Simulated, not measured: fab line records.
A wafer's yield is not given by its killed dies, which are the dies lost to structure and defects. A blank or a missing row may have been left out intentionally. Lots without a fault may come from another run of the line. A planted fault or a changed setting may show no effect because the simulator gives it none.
Matching of chambers || flow nand harc || NHARC_A_STAIRCASE_ETCH_444 on rie diel-02: 4 sister chambers
The step etches the open film in C4F8/O2, target depth 10200 nm, time 3400 s. 8 wafers are shown with their chamber, then 8 later ones without.

== WAFERS PAIRED WITH THEIR CHAMBERS ==
{"wafer": "L078.3", "chamber": 0, "rf vpp V (V)": 802, "oes product au (a.u.)": 0.919}
{"wafer": "L079.2", "chamber": 2, "rf vpp V (V)": 814, "oes product au (a.u.)": 0.924}
{"wafer": "L087.1", "chamber": 2, "rf vpp V (V)": 816, "oes product au (a.u.)": 0.941}
{"wafer": "L087.4", "chamber": 3, "rf vpp V (V)": 809, "oes product au (a.u.)": 0.943}
{"wafer": "L091.1", "chamber": 3, "rf vpp V (V)": 810, "oes product au (a.u.)": 0.924}
{"wafer": "L091.2", "chamber": 0, "rf vpp V (V)": 803, "oes product au (a.u.)": 0.933}
{"wafer": "L091.3", "chamber": 1, "rf vpp V (V)": 801, "oes product au (a.u.)": 0.939}
{"wafer": "L089.3", "chamber": 1, "rf vpp V (V)": 801, "oes product au (a.u.)": 0.926}

== WAFERS MISSING THEIR CHAMBER ==
{"wafer": "L089.4", "rf vpp V (V)": 808, "oes product au (a.u.)": 0.926}
{"wafer": "L089.5", "rf vpp V (V)": 811, "oes product au (a.u.)": 0.922}
{"wafer": "L092.1", "rf vpp V (V)": 814, "oes product au (a.u.)": 0.920}
{"wafer": "L092.4", "rf vpp V (V)": 810, "oes product au (a.u.)": 0.916}
{"wafer": "L092.5", "rf vpp V (V)": 814, "oes product au (a.u.)": 0.913}
{"wafer": "L096.1", "rf vpp V (V)": 810, "oes product au (a.u.)": 0.920}
{"wafer": "L096.3", "rf vpp V (V)": 802, "oes product au (a.u.)": 0.930}
{"wafer": "L096.4", "rf vpp V (V)": 814, "oes product au (a.u.)": 0.918}

== EACH ONE'S CHAMBER ==
{"wafer": "L089.4", "from the rows above": 3, "in truth": 3}
{"wafer": "L089.5", "from the rows above": 3, "in truth": 3}
{"wafer": "L092.1", "from the rows above": 2, "in truth": 2}
{"wafer": "L092.4", "from the rows above": 3, "in truth": 3}
{"wafer": "L092.5", "from the rows above": 2, "in truth": 2}
{"wafer": "L096.1", "from the rows above": 3, "in truth": 3}
{"wafer": "L096.3", "from the rows above": "can't be placed: 0 or 1", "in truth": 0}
{"wafer": "L096.4", "from the rows above": 2, "in truth": 2}
Placed correctly: 7 of 8. Can't be placed from these rows: 1 (the true chamber is among the candidates in 1). Wrongly placed: 0.
How it was worked out, from the rows above alone: a wafer's distance from a chamber is the root of the sum, over the readings, of the square of ((its reading less the chamber's mean) divided by the reading's scatter). If the next closest chamber is less than 2 further off than the closest, the wafer can't be placed; otherwise it belongs to the closest. A chamber's mean is the mean of its shown wafers. The scatter: the root of (the sum of the squares of (reading less its chamber's mean) over the shown wafers, divided by (wafers less chambers)).
